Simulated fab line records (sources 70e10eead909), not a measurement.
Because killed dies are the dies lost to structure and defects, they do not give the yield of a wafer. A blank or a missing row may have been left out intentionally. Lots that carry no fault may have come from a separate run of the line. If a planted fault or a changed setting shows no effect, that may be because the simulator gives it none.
The tool behind it: which one? -- flow nand-harc -- 43 wafers from 15 lots sampled at 4 of the route's 1302 steps

WHAT THE GAUGES READ, wafer by wafer
NHARC_A_ONON_D1_THK_MEAS_11: measures by ellipsometry. Usual: thk-nm reads 998 nm (standard deviation 9.3).
lot,measured,on,thk-nm (nm),flag
L310,day 8 01:57,film-metro-01,1011 1007 1007,
L311,day 8 17:11,film-metro-02,979 980 979,
L312,day 8 17:09,film-metro-02,1000 1000 1001,
L313,day 9 07:02,film-metro-01,995 994 996,
L314,day 10 01:33,film-metro-02,981 983 982,
L315,day 10 01:30,film-metro-01,1011 1012 1011,
L318,day 11 13:39,film-metro-01,998 999 1000,
L319,day 12 01:52,film-metro-01,991 991 992,
L320,day 12 10:39,film-metro-02,1000 999 1000,
L321,day 12 15:20,film-metro-02,990 989 991,
L323,day 13 22:53,film-metro-02,995 1517 996,OFF
L325,day 14 17:01,film-metro-01,1518 999,OFF
L327,day 15 04:20,film-metro-02,1505 983,OFF
L331,day 17 02:57,film-metro-01,1000 1000 999,
L332,day 17 14:38,film-metro-02,983 984 985,

NHARC_END_SORT_01. Usual: killed-at-array 51, standard deviation 18; killed-at-other 1.0, standard deviation 1.2; killed-at-periphery 3.7, standard deviation 2.9; killed-dies 55, standard deviation 19; killed-open 3.5, standard deviation 1.9; killed-short 2.6, standard deviation 1.6.
lot,measured,on,killed-at-array,killed-at-other,killed-at-periphery,killed-dies,killed-open,killed-short,flag
L310,day 24 19:16,prober-01,67 54 69,2 5 3,8 3 4,77 62 76,6 1 1,1 3 4,
L311,day 25 18:50,prober-01,53 51 44,0 3 0,1 4 2,54 58 46,4 7 4,4 1 2,
L312,day 25 10:13,prober-02,60 64 55,2 2 2,3 1 0,65 67 57,4 2 1,3 2 2,
L313,day 25 09:26,prober-01,18 26 21,3 0 1,2 1 2,23 27 24,4 9 10,2 2 1,
L314,day 26 06:08,prober-02,60 53 78,0 0 0,4 1 3,64 54 81,5 2 3,3 1 4,
L315,day 26 06:56,prober-01,57 54 55,1 3 1,2 3 1,60 60 57,5 3 4,2 3 2,
L318,day 28 12:04,prober-01,67 64 81,1 1 1,2 3 2,70 68 84,4 4 2,1 2 4,
L319,day 28 12:04,prober-02,19 29 22,1 0 1,1 1 1,21 30 24,3 3 5,2 3 1,
L320,day 29 11:43,prober-01,29 26 35,0 0 0,0 5 3,29 31 38,6 5 3,2 2 3,
L321,day 29 10:55,prober-02,83 74 80,0 0 0,6 7 6,89 81 86,4 3 4,5 2 2,
L323,day 30 12:57,prober-02,46 662 65,2 1 0,10 14 7,58 677 72,1 5 1,5 3 3,OFF
L325,day 31 11:25,prober-01,672 59,0 1,5 5,677 65,4 2,2 4,OFF
L327,day 32 04:22,prober-01,668 51,4 1,5 3,677 55,6 2,3 1,OFF
L331,day 34 23:04,prober-01,25 27 18,0 0 0,2 1 0,27 28 18,3 3 1,3 4 1,
L332,day 34 04:38,prober-02,35 65 53,0 1 0,1 4 1,36 70 54,6 6 5,6 2 3,

WHICH TOOL RAN EACH LOT (tool, then ch and the chambers of the sampled wafers, then the start)
lot,NHARC_A_ZERO_WELL_ETCH_13,NHARC_A_ONON_D1_DEP_09
L310,"rie-si-01 ch 0,1, day 7 02:53","pecvd-onon-03 ch 0, day 8 01:34"
L311,"rie-si-02 ch 0,1,3, day 7 15:08","pecvd-onon-02 ch 0, day 8 16:47"
L312,"rie-si-04 ch 1,2, day 7 18:37","pecvd-onon-04 ch 0, day 8 16:41"
L313,"rie-si-02 ch 0,1, day 8 07:43","pecvd-onon-03 ch 0, day 9 06:31"
L314,"rie-si-04 ch 1,2,3, day 9 02:28","pecvd-onon-03 ch 0, day 10 01:07"
L315,"rie-si-04 ch 0,1, day 9 03:59","pecvd-onon-04 ch 0, day 10 01:06"
L318,"rie-si-01 ch 0,1,2, day 10 12:50","pecvd-onon-02 ch 0, day 11 13:08"
L319,"rie-si-01 ch 0,3, day 10 21:17","pecvd-onon-03 ch 0, day 12 01:22"
L320,"rie-si-04 ch 0,1,3, day 11 11:50","pecvd-onon-03 ch 0, day 12 10:12"
L321,"rie-si-01 ch 1,2,3, day 11 14:40","pecvd-onon-04 ch 0, day 12 14:50"
L323,"rie-si-01 ch 0,1,3, day 12 19:07","pecvd-onon-04 ch 0, day 13 22:22"
L325,"rie-si-04 ch 1,2, day 13 14:10","pecvd-onon-04 ch 0, day 14 16:34"
L327,"rie-si-04 ch 0,1, day 14 07:26","pecvd-onon-04 ch 0, day 15 03:52"
L331,"rie-si-01 ch 1,2, day 16 01:17","pecvd-onon-03 ch 0, day 17 02:34"
L332,"rie-si-02 ch 0,1, day 16 14:35","pecvd-onon-03 ch 0, day 17 14:14"
- NHARC_A_ZERO_WELL_ETCH_13: etches the open film in HBr/Cl2, target depth 120 nm, time 40.1 s.
- NHARC_A_ONON_D1_DEP_09: target thk 1000 nm.

AS READ BY THE TOOLS THEMSELVES (means over the sampled wafers that have a number; for cases with no such wafer, the mark the record gives instead)
NHARC_A_ZERO_WELL_ETCH_13. Usual: drypump-motor-current-A 5.6 A, standard deviation 0.46; oes-product-au 1.002 a.u., standard deviation 0.0097; throttle-valve-pct 26.407 %, standard deviation 0.0087.
lot,tool,drypump-motor-current-A (A),oes-product-au (a.u.),throttle-valve-pct (%),flag
L310,rie-si-01,6.2,1.003,26.399,
L311,rie-si-02,5.9,0.992,26.396,
L312,rie-si-04,5.2,1.007,26.409,
L313,rie-si-02,6.1,1.000,26.410,
L314,rie-si-04,5.5,1.005,26.406,
L315,rie-si-04,5.2,1.000,26.413,
L318,rie-si-01,5.8,1.009,26.408,
L319,rie-si-01,5.9,1.008,26.405,
L320,rie-si-04,5.5,1.005,26.411,
L321,rie-si-01,5.7,1.012,26.407,
L323,rie-si-01,6.0,0.997,26.415,
L325,rie-si-04,5.2,0.997,26.413,
L327,rie-si-04,5.2,0.996,26.408,
L331,rie-si-01,5.6,0.999,26.413,
L332,rie-si-02,5.7,1.005,26.407,

THE ANSWER, worked out from the rows above alone
Rule: lot off if the mean of its wafers having a number is beyond 3 standard deviations from the usual mean. Also off: a lot with no number at a reading for which 4 or more lots have one. The other lots that the step has rows for count as sound. The gauges are gone through in route order, then the tools' own readings, and for those a lot's mean is taken as printed above. The first step at which some lot is off is used, and at that step the reading that is off furthest; a lot without a number counts as furthest.
Off: L323, L325, L327 (NHARC_A_ONON_D1_THK_MEAS_11, thk-nm).
A tool fits if, at a process step before that reading, it ran every lot that is off, and no sound lot after the first of them. Not tried: the gauges at NHARC_A_ONON_D1_THK_MEAS_11; whatever is off there is also off at NHARC_END_SORT_01, on other tools, and gauge error can't account for it. One fits: NHARC_A_ONON_D1_DEP_09 on pecvd-onon-04. Its last sound lot is L321 (day 12 14:50), its first lot that is off L323 (day 13 22:22): a fault that began between those two fits.

WHAT HAD BEEN PUT IN BY THE SIMULATOR
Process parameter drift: pecvd-onon-04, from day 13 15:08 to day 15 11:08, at NHARC_A_ONON_D1_DEP_09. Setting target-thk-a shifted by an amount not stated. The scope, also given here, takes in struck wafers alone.
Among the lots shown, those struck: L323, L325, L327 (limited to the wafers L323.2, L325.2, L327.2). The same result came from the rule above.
